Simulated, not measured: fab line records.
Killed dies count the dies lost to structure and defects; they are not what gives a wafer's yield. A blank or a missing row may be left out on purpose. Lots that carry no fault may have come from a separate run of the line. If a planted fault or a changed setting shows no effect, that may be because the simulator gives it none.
fab line records | flow nand-harc
[record] lots = 12 wafers = 36 last-day = 25
route steps=1159 shown A_BONDPAD@1083 THIN_TSV@1118
lots that met no fault: from a run of the same line without faults
start-h: hours from the record's first day to the start of the lot's first wafer shown | wait-h: time in hours since the lot's previous step | " repeats the value in the row above | L1.1+2: a single row standing in for several wafers | - either no value or no given start | * or withheld: withheld | < > ~ a bound
route shown NAME@n: a module of which the file shows steps, and the number in the route of the first | usual: the fault-free wafers' mean and standard deviation | same: alike in all rows | chamber/n: place in a boat | sites: the reading at each site | _std_site: standard deviation across them | _edge_site: inner sites' mean taken away from outer sites' mean | radius-mm: how far each site lies from the wafer's centre | mask NAME#n: copy n | behind: the most recent tool/chamber to have shaped the wafer | hold: what put the lot on hold/how long, in hours/how the hold closed | device: the transistor (n, p or np) that didn't switch | end of line: the same wafers' tests at the end of the route | where a step has no rows: the recipe by itself | killed: dies lost to structure and defects at the first sort, not the wafer's yield | map: dies across one wafer; x = killed, . = not, _ = none there
set.NAME: setting as actually run; set.NAME@STEP: the setting as run at that earlier step | model.NAME: the simulator's own value behind a step, which no gauge read
route steps across a sampled set of lots; one table per step, one row per wafer
services: the hour from which a tool's chamber was out of use, counted from the record's first day as start-h (under 0 if before that day), plus the number of hours and why
[[steps]]
[step NHARC_A_BONDPAD_PRE_CLEAN_26]
[recipe] time-s = 30 temp-c = 280 gas = H2/He
[usual] heater-power-w = 395/36
// columns lot.wafer tool chamber start-h wait-h heater-power-w
L809.1 pvd-sputter-03 - - - 415
L809.2 " - " " 386
L809.5 " - " " 348
L811.3 pvd-sputter-03 - - - 345
L811.4 " - " " 408
L811.5 " - " " 395
L814.4 pvd-sputter-01 - - - 412
L814.1 " - " " 398
L814.5 " - " " 426
L815.1 pvd-sputter-01 - - - 435
L815.4 " - " " 422
L815.3 " - " " 400
L817.1 pvd-sputter-01 - - - 435
L817.4 " - " " 432
L817.2 " - " " 401
L819.4 pvd-sputter-01 - - - 454
L819.5 " - " " 397
L819.6 " - " " 428
L827.2 pvd-sputter-03 - - - 428
L827.1 " - " " 415
L827.3 " - " " 369
L828.3 pvd-sputter-02 - - - 425
L828.2 " - " " 354
L828.6 " - " " 345
L829.2 pvd-sputter-02 - - - 398
L829.4 " - " " 426
L829.5 " - " " 348
L831.2 pvd-sputter-02 - - - 394
L831.1 " - " " 438
L831.3 " - " " 348
L830.3 pvd-sputter-03 - - - 374
L830.5 " - " " 407
L830.6 " - " " 366
L832.3 pvd-sputter-03 - - - 443
L832.4 " - " " 333
L832.6 " - " " 441
[step NHARC_A_BONDPAD_PVD_27]
[recipe] target-thk-a = 300 chamber-pressure-pa = 5 power-w = 5000 substrate-temp-c = 30 time-s = 20.49 material = Cu
[usual] throttle-valve-pct = 29.9/1.1
// columns lot.wafer tool chamber start-h wait-h throttle-valve-pct
L809.1 pvd-sputter-03 - - - 31.8
L809.2 " - " " 30.0
L809.5 " - " " 31.7
L811.4 pvd-sputter-03 - - - 29.3
L811.3 " - " " 29.8
L811.5 " - " " 30.4
L814.1 pvd-sputter-01 - - - 28.9
L814.4 " - " " 30.9
L814.5 " - " " 30.0
L815.1 pvd-sputter-01 - - - 30.8
L815.4 " - " " 28.2
L815.3 " - " " 30.0
L817.1 pvd-sputter-01 - - - 29.9
L817.2 " - " " 28.6
L817.4 " - " " 31.1
L819.4 pvd-sputter-01 - - - 28.9
L819.5 " - " " 29.9
L819.6 " - " " 28.8
L827.2 pvd-sputter-03 - - - 29.5
L827.1 " - " " 31.5
L827.3 " - " " 30.2
L828.3 pvd-sputter-02 - - - 27.9
L828.2 " - " " 29.5
L828.6 " - " " 28.3
L829.4 pvd-sputter-02 - - - 28.1
L829.2 " - " " 29.4
L829.5 " - " " 30.4
L831.2 pvd-sputter-02 - - - 29.3
L831.1 " - " " 30.3
L831.3 " - " " 31.1
L830.3 pvd-sputter-03 - - - 30.2
L830.5 " - " " 29.8
L830.6 " - " " 31.8
L832.4 pvd-sputter-03 - - - 29.0
L832.3 " - " " 31.6
L832.6 " - " " 30.1
[step NHARC_THIN_TSV_DESCUM_14]
[recipe] time-s = 3 o2-flow-sccm = 200 ar-flow-sccm = 0 bias-power-w = 0 chemistry = O2
[usual] drypump-motor-current-A = 5.7/0.57 mfc-ar-sccm = 0.007/0.0093 oes-product-au = 1.002/0.013 rf-vpp-V = 57.8/0.94 showerhead-plenum-p-Torr = 1.92/0.064 throttle-valve-pct = 11.312/0.0088
// columns lot.wafer tool chamber start-h wait-h drypump-motor-current-A mfc-ar-sccm oes-product-au rf-hours-counter-h rf-vpp-V showerhead-plenum-p-Torr throttle-valve-pct
L809.1 rie-diel-10 2 434.87 - 6.7 0 0.988 6 58.5 1.96 11.296
L809.2 " 3 " " 5.9 0 1.004 6 57.9 1.96 11.323
L809.5 " 3 " " 5.9 0 0.999 - 57.5 1.96 11.298
L811.4 rie-diel-08 0 436.07 - 6.0 0.029 0.999 9 58.0 1.99 11.318
L811.3 " 1 " " 5.3 0.000 1.002 10 57.2 1.80 11.312
L811.5 " 3 " " 6.0 0 0.995 - 59.7 1.90 11.309
L814.4 rie-diel-08 1 454.89 - 5.3 0.000 1.005 11 56.4 1.80 11.313
L814.1 " 2 " " 5.7 0.010 1.014 11 57.5 1.92 11.304
L814.5 " 0 " " 5.9 0.029 0.994 - 58.8 1.99 11.322
L815.4 rie-diel-08 2 463.43 - 5.7 0.010 1.010 12 57.4 1.92 11.325
L815.1 " 3 " " 6.0 0 0.989 10 58.6 1.89 11.295
L815.3 " 0 " " 6.0 0.029 1.007 11 58.1 1.99 11.316
L817.2 rie-diel-10 0 479.72 - 6.0 0 1.008 10 55.9 1.87 11.304
L817.4 " 1 " " 4.7 0.015 0.978 10 58.2 1.98 11.329
L817.1 " 2 " " 6.7 0 0.988 10 57.3 1.96 11.314
L819.5 rie-diel-09 2 482.15 - 5.9 0 1.009 - 57.5 1.78 11.315
L819.6 " 3 " " 4.9 0 1.013 - 58.3 1.91 11.309
L819.4 " 1 " " 5.9 0.017 1.008 - 58.4 1.93 11.308
L827.1 rie-diel-09 0 538.65 - 5.4 0.006 1.016 10 59.1 1.99 11.284
L827.3 " 1 " " 5.9 0.017 1.000 14 57.1 1.93 11.313
L827.2 " 2 " " 5.9 0 1.002 14 56.4 1.78 11.293
L828.3 rie-diel-10 2 542.69 - 6.7 0 0.998 0 58.6 1.95 11.308
L828.2 " 0 " " 5.9 0 0.987 0 57.6 1.87 11.318
L828.6 " 1 " " 4.7 0.015 1.012 - 56.9 1.98 11.317
L829.2 rie-diel-10 1 550.11 - 4.7 0.015 1.014 1 57.6 1.98 11.316
L829.4 " 2 " " 6.7 0 0.999 - 58.4 1.96 11.300
L829.5 " 0 " " 6.0 0 1.007 - 57.3 1.87 11.310
L831.1 rie-diel-08 1 551.45 - 5.3 0.000 0.997 4 57.6 1.80 11.315
L831.3 " 2 " " 5.6 0.010 1.008 5 59.0 1.91 11.316
L831.2 " 3 " " 6.0 0 0.993 5 57.8 1.89 11.311
L830.3 rie-diel-09 0 559.06 - 5.4 0.006 1.033 13 58.1 1.99 11.307
L830.5 " 3 " " 4.9 0 1.005 - 58.8 1.91 11.320
L830.6 " 0 " " 5.5 0.006 1.026 - 58.8 1.99 11.314
L832.4 rie-diel-10 2 568.07 - 6.7 0 1.005 3 58.3 1.95 11.316
L832.3 " 1 " " 4.7 0.015 1.016 3 59.9 1.97 11.302
L832.6 " 2 " " 6.7 0 0.995 - 55.8 1.95 11.318
[step NHARC_THIN_TSV_ETCHBACK_48]
[recipe] target-depth-a = 10285 over-etch-frac = 0.3 time-s = 405.17 ion-energy-ev = 250 c4f8-flow-sccm = withheld ar-flow-sccm = withheld rf-w = 600 bias-w = 300 chemistry = C4F8/Ar
[usual] oes-product-au = 0.937/0.03 rf-fwd-power-W = 598.8/1.9 rf-vpp-V = 547.1/2.7
// columns lot.wafer tool chamber start-h wait-h oes-product-au rf-fwd-power-W rf-hours-counter-h rf-vpp-V
L809.1 rie-diel-10 3 437.01 - 0.923 597.5 6 547.9
L809.2 " 0 " " 0.933 600.6 7 545.2
L809.5 " 2 " " 0.914 602.4 - 549.4
L811.3 rie-diel-10 2 438.13 - 0.962 600.5 7 548.8
L811.4 " 0 " " 0.965 599.4 7 545.2
L811.5 " 3 " " 0.957 601.0 - 550.2
L814.1 rie-diel-09 3 457.52 - 1.014 600.4 3 547.3
L814.4 " 2 " " 1.016 599.8 - 540.7
L814.5 " 3 " " 1.012 598.2 - 545.9
L815.4 rie-diel-10 3 465.52 - 0.930 600.6 9 548.7
L815.1 " 0 " " 0.944 602.0 9 545.1
L815.3 " 2 " " 0.926 596.8 10 547.9
L817.1 rie-diel-10 2 482.07 - 0.916 602.7 11 548.7
L817.4 " 3 " " 0.935 602.3 10 550.5
L817.2 " 0 " " 0.926 599.8 10 545.5
L819.4 rie-diel-09 3 484.48 - 0.925 598.3 - 546.9
L819.6 " 1 " " 0.921 596.9 - 548.7
L819.5 " 2 " " 0.940 600.8 - 541.2
L827.3 rie-diel-09 3 540.88 - 1.156 839.9 13 547.2
L827.2 " 0 " " 1.181 839.3 10 549.3
L827.1 " 1 " " 1.159 838.2 15 547.5
L828.2 rie-diel-09 2 545.77 - 1.133 839.1 15 541.6
L828.3 " 0 " " 1.178 841.6 11 549.7
L828.6 " 1 " " 1.156 837.5 - 547.6
L829.2 rie-diel-08 0 552.34 - 0.948 595.3 5 549.5
L829.4 " 2 " " 0.935 598.0 5 546.8
L829.5 " 3 " " 0.915 598.7 - 546.9
L831.1 rie-diel-10 1 553.59 - 1.017 600.4 2 549.6
L831.2 " 2 " " 1.009 599.4 2 548.6
L831.3 " 0 " " 1.007 600.7 2 545.6
L830.3 rie-diel-10 2 561.18 - 0.992 599.7 2 546.8
L830.6 " 0 " " 1.008 598.6 - 545.3
L830.5 " 1 " " 1.011 599.9 - 550.3
L832.3 rie-diel-10 0 570.16 - 0.931 597.1 3 545.2
L832.4 " 1 " " 0.929 600.0 3 549.4
L832.6 " 1 " " 0.940 596.7 - 548.7
[[services]]
// columns tool chamber start-h hours kind
rie-diel-10 1 397.67 4.3 repair
rie-diel-10 0 411.51 - clean
rie-diel-10 1 411.51 - clean
rie-diel-10 2 411.51 - clean
rie-diel-10 3 411.51 - clean
rie-diel-09 - 431.10 9.0 pm
rie-diel-10 0 436.01 - clean
rie-diel-10 1 436.01 - clean
rie-diel-10 2 436.01 - clean
rie-diel-10 3 436.01 - clean
rie-diel-09 0 448.41 9.2 repair
pvd-sputter-03 - 453.96 1.3 repair
pvd-sputter-03 - 458.08 10.0 pm
rie-diel-10 0 460.51 - clean
rie-diel-10 1 460.51 - clean
rie-diel-10 2 474.82 2.4 repair
pvd-sputter-01 - 475.15 3.3 repair
rie-diel-09 0 476.79 9.7 repair
rie-diel-08 - 478.80 9.0 pm
pvd-sputter-01 - 514.83 10.0 pm
rie-diel-10 - 530.50 9.0 pm
pvd-sputter-01 - 540.76 12.0 repair
rie-diel-09 3 564.04 13.7 repair
pvd-sputter-02 - 570.00 10.0 pm
[[key]]
[first-sign] step = NHARC_THIN_TSV_ETCHBACK_48 reading = rf-fwd-power-W direction = up sigmas = 99+ usual = * struck = *
[effect] step = NHARC_THIN_TSV_ETCHBACK_48 reading = oes-product-au direction = up sigmas = 7.5 usual = 0.937 struck = 1.161
met-at NHARC_THIN_TSV_ETCHBACK_48
struck-lots L827,L828
not-acting-at NHARC_A_BONDPAD_PRE_CLEAN_26,NHARC_A_BONDPAD_PVD_27,NHARC_THIN_TSV_DESCUM_14
onset-between 484.48 540.88
[fault] kind = process-parameter-drift tool = rie-diel-09 chamber = - onset-h = 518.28 steps = NHARC_THIN_TSV_ETCHBACK_48 channel = rf-w offset = * shape = step end-h = 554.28 acts-in = * stated = *
